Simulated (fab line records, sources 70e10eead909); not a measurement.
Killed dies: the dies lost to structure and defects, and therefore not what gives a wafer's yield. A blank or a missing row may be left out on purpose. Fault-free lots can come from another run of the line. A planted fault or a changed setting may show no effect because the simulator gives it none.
fab line records / flow nand-harc / part 2 of 2: steps 23 to 35 of 35
record: lots: 5 wafers: 15 last-day: 24
route steps=1159 shown A_STAIRCASE@723 A_SGD_CUT@747
lots that met no fault: taken from a fault-free run of the same line
start-h: the number of hours between the record's first day and the start of the first shown wafer of the lot / wait-h: hours elapsed since this lot's preceding step / " the same as in the row above / L1.1+2: a single row standing in for several wafers / - no value present, or no start provided / * or withheld: withheld / < > ~ a bound
route shown NAME@n: a module of which the file shows steps, and the number in the route of the first / usual: the fault-free wafers' mean and standard deviation / same: alike in all rows / chamber/n: place in a boat / sites: the reading at each site / _std_site: their standard deviation / _edge_site: outer sites' mean less inner sites' / radius-mm: how far each site lies from the wafer's centre / mask NAME#n: copy n / behind: tool/chamber where the wafer was last shaped / hold: what put the lot on hold/how long, in hours/how the hold closed / device: names the non-switching transistor (n, p or np) / end of line: at the end of the route, the tests of the same wafers / where a step has no rows: the recipe by itself / killed: count of dies lost to structure and defects at first sort (not the wafer's yield) / map: dies across one wafer; x = killed, . = not, _ = none there
set.NAME: the run value of the setting; set.NAME@STEP: its run value at that earlier step / model.NAME: the simulator's own value behind a step, which no gauge read
a table for each step, a row for each wafer; lots at some steps of the route
services: the hour from which a tool's chamber was out of use, counted from the record's first day as start-h (under 0 if before that day), plus the number of hours and why
== steps ==
step: NHARC_A_SGD_CUT_HMDS_02
recipe: time-s: 30
lot.wafer=L078.2+5+6 tool=litho-track-01 chamber=0 start-h=- wait-h=-
lot.wafer=L083.3+5+6 tool=litho-track-01 chamber=0 start-h=- wait-h=-
lot.wafer=L085.2+3+6 tool=litho-track-04 chamber=0 start-h=- wait-h=-
lot.wafer=L086.2+4+6 tool=litho-track-04 chamber=0 start-h=- wait-h=-
lot.wafer=L093.1+4+5 tool=litho-track-01 chamber=0 start-h=- wait-h=-
step: NHARC_A_SGD_CUT_COAT_56
recipe: temp-c: 260 time-s: 75
lot.wafer=L078.2+5+6 tool=litho-track-01 chamber=0 start-h=- wait-h=-
lot.wafer=L083.3+5+6 tool=litho-track-01 chamber=0 start-h=- wait-h=-
lot.wafer=L085.2+3+6 tool=litho-track-04 chamber=0 start-h=- wait-h=-
lot.wafer=L086.2+4+6 tool=litho-track-04 chamber=0 start-h=- wait-h=-
lot.wafer=L093.1+4+5 tool=litho-track-01 chamber=0 start-h=- wait-h=-
step: NHARC_A_SGD_CUT_COAT_57
recipe: temp-c: 225 time-s: 65
lot.wafer=L078.2+5+6 tool=litho-track-01 chamber=0 start-h=- wait-h=-
lot.wafer=L083.3+5+6 tool=litho-track-01 chamber=0 start-h=- wait-h=-
lot.wafer=L085.2+3+6 tool=litho-track-04 chamber=0 start-h=- wait-h=-
lot.wafer=L086.2+4+6 tool=litho-track-04 chamber=0 start-h=- wait-h=-
lot.wafer=L093.1+4+5 tool=litho-track-01 chamber=0 start-h=- wait-h=-
step: NHARC_A_SGD_CUT_COAT_03
recipe: spin-rpm: 1500 resist-thk-nm: 90
lot.wafer=L078.2+5+6 tool=litho-track-01 chamber=0 start-h=- wait-h=-
lot.wafer=L083.3+5+6 tool=litho-track-01 chamber=0 start-h=- wait-h=-
lot.wafer=L085.2+3+6 tool=litho-track-04 chamber=0 start-h=- wait-h=-
lot.wafer=L086.2+4+6 tool=litho-track-04 chamber=0 start-h=- wait-h=-
lot.wafer=L093.1+4+5 tool=litho-track-01 chamber=0 start-h=- wait-h=-
step: NHARC_A_SGD_CUT_SOFTBAKE_04
recipe: temp-c: 105 time-s: 55
lot.wafer=L078.2+5+6 tool=litho-track-01 chamber=0 start-h=- wait-h=-
lot.wafer=L083.3+5+6 tool=litho-track-01 chamber=0 start-h=- wait-h=-
lot.wafer=L085.2+3+6 tool=litho-track-04 chamber=0 start-h=- wait-h=-
lot.wafer=L086.2+4+6 tool=litho-track-04 chamber=0 start-h=- wait-h=-
lot.wafer=L093.1+4+5 tool=litho-track-01 chamber=0 start-h=- wait-h=-
step: NHARC_A_SGD_CUT_EBR_05
lot.wafer=L078.2+5+6 tool=litho-track-01 chamber=0 start-h=- wait-h=-
lot.wafer=L083.3+5+6 tool=litho-track-01 chamber=0 start-h=- wait-h=-
lot.wafer=L085.2+3+6 tool=litho-track-04 chamber=0 start-h=- wait-h=-
lot.wafer=L086.2+4+6 tool=litho-track-04 chamber=0 start-h=- wait-h=-
lot.wafer=L093.1+4+5 tool=litho-track-01 chamber=0 start-h=- wait-h=-
step: NHARC_A_SGD_CUT_EXPOSE_06
recipe: na: 1.35 dose-mj: 85.59 mask-id: SGD
usual: exposure-dose-mJ-cm2: 85.53/0.1 reticle-temp-C: 23.01/0.11
lot.wafer=L078.2 tool=arfi-scanner-01 chamber=0 start-h=330.05 wait-h=- mask=SGD#0 exposure-dose-mJ-cm2=85.64 reticle-temp-C=22.99
lot.wafer=L078.5 tool=arfi-scanner-01 chamber=0 start-h=330.05 wait-h=- mask=SGD#0 exposure-dose-mJ-cm2=85.52 reticle-temp-C=22.89
lot.wafer=L078.6 tool=arfi-scanner-01 chamber=0 start-h=330.05 wait-h=- mask=SGD#0 exposure-dose-mJ-cm2=85.63 reticle-temp-C=23.03
lot.wafer=L083.3 tool=arfi-scanner-03 chamber=0 start-h=363.05 wait-h=- mask=SGD#0 exposure-dose-mJ-cm2=85.37 reticle-temp-C=22.91
lot.wafer=L083.5 tool=arfi-scanner-03 chamber=0 start-h=363.05 wait-h=- mask=SGD#0 exposure-dose-mJ-cm2=85.42 reticle-temp-C=23.10
lot.wafer=L083.6 tool=arfi-scanner-03 chamber=0 start-h=363.05 wait-h=- mask=SGD#0 exposure-dose-mJ-cm2=85.45 reticle-temp-C=23.02
lot.wafer=L085.2 tool=arfi-scanner-01 chamber=0 start-h=365.39 wait-h=- mask=SGD#0 exposure-dose-mJ-cm2=85.51 reticle-temp-C=23.09
lot.wafer=L085.3 tool=arfi-scanner-01 chamber=0 start-h=365.39 wait-h=- mask=SGD#0 exposure-dose-mJ-cm2=85.53 reticle-temp-C=23.00
lot.wafer=L085.6 tool=arfi-scanner-01 chamber=0 start-h=365.39 wait-h=- mask=SGD#0 exposure-dose-mJ-cm2=85.48 reticle-temp-C=23.09
lot.wafer=L086.2 tool=arfi-scanner-02 chamber=0 start-h=374.79 wait-h=- mask=SGD#0 exposure-dose-mJ-cm2=85.54 reticle-temp-C=22.93
lot.wafer=L086.4 tool=arfi-scanner-02 chamber=0 start-h=374.79 wait-h=- mask=SGD#0 exposure-dose-mJ-cm2=85.63 reticle-temp-C=23.01
lot.wafer=L086.6 tool=arfi-scanner-02 chamber=0 start-h=374.79 wait-h=- mask=SGD#0 exposure-dose-mJ-cm2=85.44 reticle-temp-C=23.02
lot.wafer=L093.1 tool=arfi-scanner-03 chamber=0 start-h=420.94 wait-h=- mask=SGD#0 exposure-dose-mJ-cm2=85.43 reticle-temp-C=22.93
lot.wafer=L093.4 tool=arfi-scanner-03 chamber=0 start-h=420.94 wait-h=- mask=SGD#0 exposure-dose-mJ-cm2=85.34 reticle-temp-C=23.07
lot.wafer=L093.5 tool=arfi-scanner-03 chamber=0 start-h=420.94 wait-h=- mask=SGD#0 exposure-dose-mJ-cm2=85.40 reticle-temp-C=23.03
step: NHARC_A_SGD_CUT_PEB_07
recipe: peb-temp-c: 100 peb-time-s: 65
lot.wafer=L078.2+5+6 tool=litho-track-04 chamber=0 start-h=330.11 wait-h=0.1
lot.wafer=L083.3+5+6 tool=litho-track-06 chamber=0 start-h=363.10 wait-h=0.0
lot.wafer=L085.2+3+6 tool=litho-track-06 chamber=0 start-h=365.45 wait-h=0.1
lot.wafer=L086.2+4+6 tool=litho-track-06 chamber=0 start-h=374.85 wait-h=0.1
lot.wafer=L093.1+4+5 tool=litho-track-06 chamber=0 start-h=421.00 wait-h=0.1
step: NHARC_A_SGD_CUT_DEVELOP_08
recipe: develop-time-s: 35 dev-temp-c: 23
lot.wafer=L078.2+5+6 tool=litho-track-04 chamber=0 start-h=- wait-h=-
lot.wafer=L083.3+5+6 tool=litho-track-06 chamber=0 start-h=- wait-h=-
lot.wafer=L085.2+3+6 tool=litho-track-06 chamber=0 start-h=- wait-h=-
lot.wafer=L086.2+4+6 tool=litho-track-06 chamber=0 start-h=- wait-h=-
lot.wafer=L093.1+4+5 tool=litho-track-06 chamber=0 start-h=- wait-h=-
step: NHARC_A_SGD_CUT_CD_MEAS_09
recipe: target-cd-nm: 100 landing-energy-ev: 500
usual: cd-nm: 100.4/0.88
lot.wafer=L078.2 tool=cd-sem-02 chamber=0 start-h=330.19 wait-h=- cd-nm=98.3
lot.wafer=L078.5 tool=cd-sem-02 chamber=0 start-h=330.19 wait-h=- cd-nm=99.3
lot.wafer=L078.6 tool=cd-sem-02 chamber=0 start-h=330.19 wait-h=- cd-nm=99.1
lot.wafer=L083.3 tool=cd-sem-03 chamber=0 start-h=363.18 wait-h=- cd-nm=100.1
lot.wafer=L083.5 tool=cd-sem-03 chamber=0 start-h=363.18 wait-h=- cd-nm=99.9
lot.wafer=L083.6 tool=cd-sem-03 chamber=0 start-h=363.18 wait-h=- cd-nm=100.2
lot.wafer=L085.2 tool=cd-sem-01 chamber=0 start-h=365.53 wait-h=- cd-nm=100.6
lot.wafer=L085.3 tool=cd-sem-01 chamber=0 start-h=365.53 wait-h=- cd-nm=100.9
lot.wafer=L085.6 tool=cd-sem-01 chamber=0 start-h=365.53 wait-h=- cd-nm=101.7
lot.wafer=L086.2 tool=cd-sem-01 chamber=0 start-h=374.93 wait-h=- cd-nm=101.0
lot.wafer=L086.4 tool=cd-sem-01 chamber=0 start-h=374.93 wait-h=- cd-nm=102.1
lot.wafer=L086.6 tool=cd-sem-01 chamber=0 start-h=374.93 wait-h=- cd-nm=101.7
lot.wafer=L093.1 tool=cd-sem-01 chamber=0 start-h=421.08 wait-h=- cd-nm=101.3
lot.wafer=L093.4 tool=cd-sem-01 chamber=0 start-h=421.08 wait-h=- cd-nm=100.4
lot.wafer=L093.5 tool=cd-sem-01 chamber=0 start-h=421.08 wait-h=- cd-nm=100.6
step: NHARC_A_SGD_CUT_OVL_MEAS_10
usual: overlay-x-nm: 0.1/0.81 overlay-y-nm: 0.2/0.74
lot.wafer=L078.2 tool=overlay-02 chamber=- start-h=330.28 wait-h=- overlay-x-nm=1.2 overlay-y-nm=-0.6
lot.wafer=L078.5 tool=overlay-02 chamber=- start-h=330.28 wait-h=- overlay-x-nm=1.3 overlay-y-nm=-0.3
lot.wafer=L078.6 tool=overlay-02 chamber=- start-h=330.28 wait-h=- overlay-x-nm=1.1 overlay-y-nm=-0.9
lot.wafer=L083.3 tool=overlay-02 chamber=- start-h=363.27 wait-h=- overlay-x-nm=-0.2 overlay-y-nm=1.0
lot.wafer=L083.5 tool=overlay-02 chamber=- start-h=363.27 wait-h=- overlay-x-nm=0.4 overlay-y-nm=1.1
lot.wafer=L083.6 tool=overlay-02 chamber=- start-h=363.27 wait-h=- overlay-x-nm=-0.1 overlay-y-nm=1.3
lot.wafer=L085.2 tool=overlay-02 chamber=- start-h=365.61 wait-h=- overlay-x-nm=1.1 overlay-y-nm=0.0
lot.wafer=L085.3 tool=overlay-02 chamber=- start-h=365.61 wait-h=- overlay-x-nm=1.0 overlay-y-nm=-0.2
lot.wafer=L085.6 tool=overlay-02 chamber=- start-h=365.61 wait-h=- overlay-x-nm=1.1 overlay-y-nm=0.1
lot.wafer=L086.2 tool=overlay-02 chamber=- start-h=375.02 wait-h=- overlay-x-nm=-0.6 overlay-y-nm=1.5
lot.wafer=L086.4 tool=overlay-02 chamber=- start-h=375.02 wait-h=- overlay-x-nm=-0.7 overlay-y-nm=1.5
lot.wafer=L086.6 tool=overlay-02 chamber=- start-h=375.02 wait-h=- overlay-x-nm=0.0 overlay-y-nm=1.2
lot.wafer=L093.1 tool=overlay-01 chamber=- start-h=421.17 wait-h=- overlay-x-nm=0.4 overlay-y-nm=0.9
lot.wafer=L093.4 tool=overlay-01 chamber=- start-h=421.17 wait-h=- overlay-x-nm=-0.1 overlay-y-nm=1.5
lot.wafer=L093.5 tool=overlay-01 chamber=- start-h=421.17 wait-h=- overlay-x-nm=-0.1 overlay-y-nm=1.1
step: NHARC_A_SGD_CUT_INSPECT_11
usual: raw-defect-count: 18/11
lot.wafer=L078.2 tool=defect-inspect-02 chamber=- start-h=330.32 wait-h=0.0 raw-defect-count=23
lot.wafer=L078.5 tool=defect-inspect-02 chamber=- start-h=330.32 wait-h=0.0 raw-defect-count=29
lot.wafer=L078.6 tool=defect-inspect-02 chamber=- start-h=330.32 wait-h=0.0 raw-defect-count=22
lot.wafer=L083.3 tool=defect-inspect-01 chamber=- start-h=363.30 wait-h=0.0 raw-defect-count=21
lot.wafer=L083.5 tool=defect-inspect-01 chamber=- start-h=363.30 wait-h=0.0 raw-defect-count=33
lot.wafer=L083.6 tool=defect-inspect-01 chamber=- start-h=363.30 wait-h=0.0 raw-defect-count=21
lot.wafer=L085.2 tool=defect-inspect-01 chamber=- start-h=365.65 wait-h=0.0 raw-defect-count=10
lot.wafer=L085.3 tool=defect-inspect-01 chamber=- start-h=365.65 wait-h=0.0 raw-defect-count=9
lot.wafer=L085.6 tool=defect-inspect-01 chamber=- start-h=365.65 wait-h=0.0 raw-defect-count=11
lot.wafer=L086.2 tool=defect-inspect-02 chamber=- start-h=375.06 wait-h=0.0 raw-defect-count=17
lot.wafer=L086.4 tool=defect-inspect-02 chamber=- start-h=375.06 wait-h=0.0 raw-defect-count=10
lot.wafer=L086.6 tool=defect-inspect-02 chamber=- start-h=375.06 wait-h=0.0 raw-defect-count=11
lot.wafer=L093.1 tool=defect-inspect-01 chamber=- start-h=421.21 wait-h=0.0 raw-defect-count=9
lot.wafer=L093.4 tool=defect-inspect-01 chamber=- start-h=421.21 wait-h=0.0 raw-defect-count=9
lot.wafer=L093.5 tool=defect-inspect-01 chamber=- start-h=421.21 wait-h=0.0 raw-defect-count=11
step: NHARC_A_SGD_CUT_DESCUM_14
recipe: time-s: 3 o2-flow-sccm: 200 ar-flow-sccm: 0 bias-power-w: 0 chemistry: O2
usual: drypump-motor-current-A: 5.6/0.52 mfc-ar-sccm: 0.008/0.0088 o2-flow-sccm: 200.1/0.59 oes-product-au: 0.998/0.015 rf-vpp-V: 57.8/0.79 showerhead-plenum-p-Torr: 1.92/0.068 throttle-valve-pct: 11.309/0.0094
lot.wafer=L078.2 tool=rie-diel-09 chamber=3 start-h=330.45 wait-h=0.1 drypump-motor-current-A=4.9 mfc-ar-sccm=0 o2-flow-sccm=200.2 oes-product-au=1.005 rf-hours-counter-h=8 rf-vpp-V=59.2 showerhead-plenum-p-Torr=1.92 throttle-valve-pct=11.301
lot.wafer=L078.5 tool=rie-diel-09 chamber=3 start-h=330.45 wait-h=0.1 drypump-motor-current-A=4.9 mfc-ar-sccm=0 o2-flow-sccm=199.9 oes-product-au=1.001 rf-hours-counter-h=- rf-vpp-V=58.3 showerhead-plenum-p-Torr=1.92 throttle-valve-pct=11.321
lot.wafer=L078.6 tool=rie-diel-09 chamber=0 start-h=330.45 wait-h=0.1 drypump-motor-current-A=5.4 mfc-ar-sccm=0.006 o2-flow-sccm=200.1 oes-product-au=1.020 rf-hours-counter-h=- rf-vpp-V=58.6 showerhead-plenum-p-Torr=2.00 throttle-valve-pct=11.302
lot.wafer=L083.3 tool=rie-diel-09 chamber=2 start-h=363.39 wait-h=0.1 drypump-motor-current-A=5.9 mfc-ar-sccm=0 o2-flow-sccm=200.5 oes-product-au=1.027 rf-hours-counter-h=11 rf-vpp-V=58.3 showerhead-plenum-p-Torr=1.79 throttle-valve-pct=11.289
lot.wafer=L083.6 tool=rie-diel-09 chamber=3 start-h=363.39 wait-h=0.1 drypump-motor-current-A=4.8 mfc-ar-sccm=0 o2-flow-sccm=200.4 oes-product-au=1.011 rf-hours-counter-h=- rf-vpp-V=58.2 showerhead-plenum-p-Torr=1.92 throttle-valve-pct=11.315
lot.wafer=L083.5 tool=rie-diel-09 chamber=0 start-h=363.39 wait-h=0.1 drypump-motor-current-A=5.4 mfc-ar-sccm=0.006 o2-flow-sccm=199.9 oes-product-au=1.021 rf-hours-counter-h=- rf-vpp-V=59.4 showerhead-plenum-p-Torr=1.99 throttle-valve-pct=11.321
lot.wafer=L085.2 tool=rie-diel-10 chamber=0 start-h=365.72 wait-h=0.1 drypump-motor-current-A=5.9 mfc-ar-sccm=0 o2-flow-sccm=200.5 oes-product-au=0.997 rf-hours-counter-h=0 rf-vpp-V=57.0 showerhead-plenum-p-Torr=1.88 throttle-valve-pct=11.292
lot.wafer=L085.3 tool=rie-diel-10 chamber=2 start-h=365.72 wait-h=0.1 drypump-motor-current-A=6.7 mfc-ar-sccm=0 o2-flow-sccm=200.3 oes-product-au=0.977 rf-hours-counter-h=0 rf-vpp-V=58.3 showerhead-plenum-p-Torr=1.96 throttle-valve-pct=11.305
lot.wafer=L085.6 tool=rie-diel-10 chamber=3 start-h=365.72 wait-h=0.1 drypump-motor-current-A=5.9 mfc-ar-sccm=0 o2-flow-sccm=200.1 oes-product-au=0.990 rf-hours-counter-h=- rf-vpp-V=58.2 showerhead-plenum-p-Torr=1.97 throttle-valve-pct=11.319
lot.wafer=L086.4 tool=rie-diel-09 chamber=1 start-h=375.12 wait-h=0.1 drypump-motor-current-A=5.9 mfc-ar-sccm=0.017 o2-flow-sccm=200.2 oes-product-au=1.005 rf-hours-counter-h=15 rf-vpp-V=58.6 showerhead-plenum-p-Torr=1.93 throttle-valve-pct=11.319
lot.wafer=L086.2 tool=rie-diel-09 chamber=2 start-h=375.12 wait-h=0.1 drypump-motor-current-A=6.0 mfc-ar-sccm=0 o2-flow-sccm=200.6 oes-product-au=1.002 rf-hours-counter-h=13 rf-vpp-V=56.8 showerhead-plenum-p-Torr=1.79 throttle-valve-pct=11.310
lot.wafer=L086.6 tool=rie-diel-09 chamber=1 start-h=375.12 wait-h=0.1 drypump-motor-current-A=5.9 mfc-ar-sccm=0.017 o2-flow-sccm=200.4 oes-product-au=1.007 rf-hours-counter-h=- rf-vpp-V=57.6 showerhead-plenum-p-Torr=1.93 throttle-valve-pct=11.304
lot.wafer=L093.4 tool=rie-diel-10 chamber=2 start-h=421.27 wait-h=0.1 drypump-motor-current-A=6.7 mfc-ar-sccm=0 o2-flow-sccm=199.7 oes-product-au=0.991 rf-hours-counter-h=5 rf-vpp-V=58.4 showerhead-plenum-p-Torr=1.96 throttle-valve-pct=11.315
lot.wafer=L093.1 tool=rie-diel-10 chamber=3 start-h=421.27 wait-h=0.1 drypump-motor-current-A=5.9 mfc-ar-sccm=0 o2-flow-sccm=200.7 oes-product-au=1.009 rf-hours-counter-h=5 rf-vpp-V=57.3 showerhead-plenum-p-Torr=1.96 throttle-valve-pct=11.309
lot.wafer=L093.5 tool=rie-diel-10 chamber=3 start-h=421.27 wait-h=0.1 drypump-motor-current-A=5.9 mfc-ar-sccm=0 o2-flow-sccm=200.6 oes-product-au=1.001 rf-hours-counter-h=- rf-vpp-V=57.6 showerhead-plenum-p-Torr=1.96 throttle-valve-pct=11.294
== services ==
tool=plasma-asher-02 chamber=- start-h=300.30 hours=0.7 kind=repair
tool=cmp-04 chamber=- start-h=301.11 hours=4.0 kind=pm
tool=rie-diel-10 chamber=2 start-h=309.88 hours=47.2 kind=repair
tool=arfi-scanner-03 chamber=- start-h=312.00 hours=4.0 kind=pm
tool=rie-diel-01 chamber=- start-h=314.86 hours=9.0 kind=pm
tool=litho-track-04 chamber=- start-h=316.00 hours=7.0 kind=pm
tool=wet-bench-03 chamber=- start-h=322.40 hours=8.0 kind=pm
tool=cmp-02 chamber=- start-h=324.65 hours=4.0 kind=pm
tool=rie-diel-02 chamber=- start-h=327.99 hours=9.0 kind=pm
tool=arfi-scanner-03 chamber=- start-h=328.00 hours=1.1 kind=repair
tool=litho-track-02 chamber=- start-h=340.00 hours=7.0 kind=pm
tool=cmp-02 chamber=- start-h=340.43 hours=1.0 kind=repair
tool=rie-diel-07 chamber=0 start-h=347.99 hours=10.7 kind=repair
tool=rie-diel-09 chamber=- start-h=350.58 hours=1.1 kind=repair
tool=wet-bench-02 chamber=- start-h=356.00 hours=8.0 kind=pm
tool=cmp-04 chamber=- start-h=357.44 hours=0.5 kind=repair
tool=plasma-asher-02 chamber=- start-h=360.25 hours=9.0 kind=pm
tool=litho-track-07 chamber=- start-h=364.00 hours=7.0 kind=pm
tool=cmp-01 chamber=- start-h=375.50 hours=4.0 kind=pm
tool=pecvd-04 chamber=- start-h=376.41 hours=13.0 kind=pm
tool=rie-diel-01 chamber=3 start-h=398.37 hours=5.3 kind=repair
tool=cmp-04 chamber=- start-h=399.11 hours=4.0 kind=pm
tool=rie-diel-07 chamber=- start-h=405.20 hours=9.0 kind=pm
tool=litho-track-05 chamber=- start-h=412.01 hours=7.0 kind=pm
